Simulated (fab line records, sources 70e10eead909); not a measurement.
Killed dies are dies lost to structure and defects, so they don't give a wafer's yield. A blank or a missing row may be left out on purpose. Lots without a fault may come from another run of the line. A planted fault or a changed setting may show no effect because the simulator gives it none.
fab line records | flow nand_harc
record lots=7 wafers=21 last_day=24
route steps=1159 shown P_M2@349 P_BONDPAD@351
lots that met no fault: from a run of the same line without faults
start_h: hours from the record's first day to the start of the lot's first wafer shown | wait_h: hours since the lot's step before | " the same as in the row above | L1.1+2: a row that stands for several wafers | - no value, or no start given | * or withheld: withheld | < > ~ a bound
route shown NAME@n: a module of which the file shows steps, and the number in the route of the first | usual: mean/standard deviation of fault-free wafers | same: alike in all rows | chamber/n: place in a boat | sites: the reading at each site | _std_site: their standard deviation | _edge_site: outer sites' mean less inner sites' | radius_mm: how far each site lies from the wafer's centre | mask NAME#n: copy n | behind: the tool/chamber that last shaped the wafer | hold: why the lot was held/for how many hours/how that ended | device: the transistor (n, p or np) that didn't switch | end of line: the same wafers' tests at the end of the route | a step without rows: its recipe alone | killed: dies lost to structure and defects at the first sort, not the wafer's yield | map: a wafer's dies, x killed, . not, _ none there
set.NAME: the setting as run; set.NAME@STEP: as run at that earlier step | model.NAME: the simulator's own value behind a step, which no gauge read
lots at some steps of the route; a table a step, a row a wafer
services: from which hour (start_h, from the record's first day; less than 0 if before it) a tool's chamber was out of use, for how many hours, and why
## steps
# step NHARC_P_M2_PRE_CLEAN_32
# recipe time_s=12 temp_c=370 rf_power_w=300 gas=NH3
# usual heater_power_w=626/60
# columns lot.wafer tool chamber start_h wait_h heater_power_w since_wet_clean_h
L267.3 pecvd-03 2 130.33 0.1 610 6
L267.1 " 0 " " 599 6
L267.5 " 0 " " 606 -
L271.3 pecvd-01 2 150.95 0.1 709 82
L271.1 " 0 " " 751 82
L271.6 " 2 " " 696 -
L282.2 pecvd-02 1 223.15 0.1 651 57
L282.3 " 2 " " 571 57
L282.6 " 0 " " 633 -
L283.3 pecvd-02 1 225.06 0.1 661 59
L283.2 " 2 " " 574 59
L283.4 " 0 " " 556 -
L284.2 pecvd-01 1 231.56 0.1 750 162
L284.3 " 1 " " 762 -
L284.6 " 1 " " 744 -
L287.1 pecvd-02 0 247.82 0.1 553 82
L287.3 " 2 " " 583 82
L287.6 " 1 " " 675 -
L288.2 pecvd-02 1 253.72 0.1 669 87
L288.3 " 2 " " 592 87
L288.6 " 0 " " 584 -
# step NHARC_P_M2_DEP_33
# recipe target_thk_a=300 temp_c=370 target_thk_nm=30 pressure_torr=3 flow_sccm=200 rf_w=450 material=SiCN
# usual heater_power_w=573/59
# columns lot.wafer tool chamber start_h wait_h heater_power_w since_wet_clean_h
L267.3 pecvd-03 2 130.44 0.1 548 6
L267.1 " 0 " " 512 6
L267.5 " 0 " " 507 -
L271.3 pecvd-01 2 151.03 0.1 649 82
L271.1 " 0 " " 673 82
L271.6 " 2 " " 643 -
L282.2 pecvd-02 1 223.26 0.1 575 57
L282.3 " 2 " " 548 57
L282.6 " 0 " " 561 -
L283.3 pecvd-02 1 225.14 0.1 616 59
L283.2 " 2 " " 549 59
L283.4 " 0 " " 592 -
L284.2 pecvd-01 1 231.72 0.1 580 163
L284.3 " 1 " " 579 -
L284.6 " 1 " " 593 -
L287.1 pecvd-02 0 247.90 0.1 586 82
L287.3 " 2 " " 487 82
L287.6 " 1 " " 526 -
L288.2 pecvd-02 1 253.83 0.1 645 88
L288.3 " 2 " " 468 88
L288.6 " 0 " " 555 -
# step NHARC_P_BONDPAD_DEP_00
# recipe target_thk_a=2500 temp_c=370 target_thk_nm=250 pressure_torr=3 flow_sccm=200 rf_w=450 material=SiCN
# usual heater_power_w=580/61
# columns lot.wafer tool chamber start_h wait_h heater_power_w since_wet_clean_h
L267.3 pecvd-01 2 130.81 - 661 62
L267.1 " 0 " " 675 62
L267.5 " 0 " " 685 -
L271.1 pecvd-01 1 - - 597 82
L271.3 " 2 " " 621 82
L271.6 " 0 " " 596 -
L282.3 pecvd-01 0 223.67 - 672 155
L282.2 " 1 " " 611 155
L282.6 " 0 " " 689 -
L283.2 pecvd-01 1 225.55 - 673 156
L283.4 " 1 " " 681 -
L283.3 " 2 " " 555 -
L284.3 pecvd-02 1 232.20 0.3 578 66
L284.2 " 2 " " 524 66
L284.6 " 1 " " 589 -
L287.3 pecvd-03 1 248.36 - 618 124
L287.1 " 2 " " 520 124
L287.6 " 2 " " 527 -
L288.3 pecvd-02 0 - - 542 88
L288.2 " 1 " " 572 88
L288.6 " 0 " " 547 -
# step NHARC_P_BONDPAD_CMP_32
# recipe target_thk_nm=200 material=SiCN
# usual motor_current_A=11.7/0.93
# columns lot.wafer tool chamber start_h wait_h motor_current_A
L267.1 cmp-03 3 131.22 - 11.9
L267.3 " 0 " " 11.7
L267.5 " 0 " " 11.4
L271.3 cmp-03 0 151.86 - 11.2
L271.1 " 2 " " 10.6
L271.6 " 3 " " 11.0
L282.3 cmp-02 2 224.11 - 11.1
L282.2 " 0 " " 11.3
L282.6 " 3 " " 13.4
L283.4 cmp-02 0 226.09 0.3 11.4
L283.3 " 1 " " 11.8
L283.2 " 2 " " 11.3
L284.2 cmp-03 0 232.64 - 11.5
L284.3 " 2 " " 11.0
L284.6 " 3 " " 11.3
L287.1 cmp-03 2 248.74 - 10.5
L287.3 " 0 " " 11.6
L287.6 " 1 " " 13.8
L288.2 cmp-02 3 254.59 - 12.6
L288.3 " 0 " " 11.7
L288.6 " 0 " " 11.2
# step NHARC_P_BONDPAD_THK_MEAS_33
# recipe thk_meas_gauge=ellipsometry
# usual thk_nm=199.4/1.6
# columns lot.wafer tool chamber start_h wait_h thk_nm
L267.1 film_metro-01 - 131.47 0.2 197.5
L267.3 " - " " 201.9
L267.5 " - " " 200.7
L271.1 film_metro-01 - 152.08 0.1 198.3
L271.3 " - " " 199.2
L271.6 " - " " 199.5
L282.2 film_metro-02 - 224.36 0.2 199.4
L282.3 " - " " 201.0
L282.6 " - " " 199.1
L283.2 film_metro-02 - 226.34 0.2 199.2
L283.3 " - " " 197.3
L283.4 " - " " 200.1
L284.2 film_metro-02 - 232.86 0.2 200.4
L284.3 " - " " 199.7
L284.6 " - " " 199.7
L287.1 film_metro-02 - 248.97 0.2 197.9
L287.3 " - " " 199.8
L287.6 " - " " 200.9
L288.2 film_metro-02 - 254.84 0.2 197.2
L288.3 " - " " 198.4
L288.6 " - " " 202.5
# step NHARC_P_BONDPAD_SRD_34
# step NHARC_P_BONDPAD_DEHYDRATE_01
# recipe temp_c=150 time_s=120
# step NHARC_P_BONDPAD_HMDS_02
# recipe time_s=30
# step NHARC_P_BONDPAD_COAT_36
# recipe temp_c=200 time_s=65
# step NHARC_P_BONDPAD_COAT_03
# recipe spin_rpm=2000 resist_thk_nm=600
# step NHARC_P_BONDPAD_SOFTBAKE_04
# recipe temp_c=125 time_s=70
# step NHARC_P_BONDPAD_EBR_05
# step NHARC_P_BONDPAD_EXPOSE_06
# recipe na=0.55 dose_mj=37.06 mask_id=P_BPAD
# usual exposure_dose_mJ_cm2=37.07/0.038 focus_offset_nm=0.2/0.48
# columns lot.wafer tool chamber start_h wait_h mask exposure_dose_mJ_cm2 focus_offset_nm
L267.1 krf_scanner-03 0 131.88 - P_BPAD#0 37.07 0.7
L267.3 " 0 " " P_BPAD#0 37.06 0.7
L267.5 " 0 " " P_BPAD#0 37.03 0.7
L271.1 krf_scanner-04 0 152.38 - P_BPAD#0 37.08 0.2
L271.3 " 0 " " P_BPAD#0 37.14 0.7
L271.6 " 0 " " P_BPAD#0 37.06 -0.3
L282.2 krf_scanner-01 - 224.78 - P_BPAD#0 - -
L282.3 " - " " P_BPAD#0 - -
L282.6 " - " " P_BPAD#0 - -
L283.2 krf_scanner-01 - 226.63 - P_BPAD#0 - -
L283.3 " - " " P_BPAD#0 - -
L283.4 " - " " P_BPAD#0 - -
L284.2 krf_scanner-04 - 233.28 - P_BPAD#0 - -
L284.3 " - " " P_BPAD#0 - -
L284.6 " - " " P_BPAD#0 - -
L287.1 krf_scanner-01 0 249.40 - P_BPAD#0 37.16 -0.2
L287.3 " 0 " " P_BPAD#0 37.16 0.0
L287.6 " 0 " " P_BPAD#0 37.11 -0.4
L288.2 krf_scanner-03 0 255.29 - P_BPAD#0 36.99 0.0
L288.3 " 0 " " P_BPAD#0 37.03 -0.3
L288.6 " 0 " " P_BPAD#0 37.02 0.3
# step NHARC_P_BONDPAD_PEB_07
# recipe peb_temp_c=128 peb_time_s=80
## services
# columns tool chamber start_h hours kind
cmp-03 - 109.27 0.6 repair
pecvd-03 - 111.37 13.0 pm
cmp-02 - 120.28 1.0 repair
cmp-02 - 128.54 4.0 pm
pecvd-02 - 153.24 13.0 pm
cmp-03 - 156.02 4.0 pm
cmp-02 - 156.95 1.9 repair
cmp-02 - 163.55 1.6 repair
pecvd-01 - 164.88 0.4 repair
pecvd-02 - 170.52 0.4 repair
cmp-03 - 172.69 1.2 repair
krf_scanner-01 - 181.16 1.0 repair
krf_scanner-01 - 189.13 0.6 repair
pecvd-02 0 207.03 5.3 repair
pecvd-02 - 211.36 0.4 repair
pecvd-01 - 215.71 0.7 repair
pecvd-01 - 218.99 0.6 repair
pecvd-01 0 224.78 8.1 repair
cmp-03 - 225.62 0.4 repair
cmp-02 - 226.54 4.0 pm
krf_scanner-01 - 228.09 0.3 repair
pecvd-02 - 235.98 0.8 repair
pecvd-01 - 237.46 13.0 pm
cmp-03 - 254.02 4.0 pm
## key
first_sign step=NHARC_P_BONDPAD_EXPOSE_06 reading=tool_record direction=missing
effect none on later readings
met_at NHARC_P_BONDPAD_EXPOSE_06
struck_wafers L282.2,L282.3,L282.6,L283.2,L283.3,L283.4,L284.2,L284.3,L284.6
later_rows_left_out L282.2,L282.3,L282.6,L283.2,L283.3,L283.4,L284.2,L284.3,L284.6
sort_left_out L282.2,L282.3,L282.6,L283.2,L283.3,L283.4,L284.2,L284.3,L284.6
onset_between 152.38 224.78
fault kind=skipped_step_whole tool=krf_scanner-01,krf_scanner-04 chamber=- onset_h=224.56 steps=NHARC_P_BONDPAD_EXPOSE_06 scope=struck_lots_only
# sort_left_out: the simulated sort isn't trusted on such a fault, so these wafers' sort isn't shown, and their yield isn't known
# later_rows_left_out: the simulator's readings of these wafers behind a module that went badly wrong aren't trusted and aren't shown, but for the sort
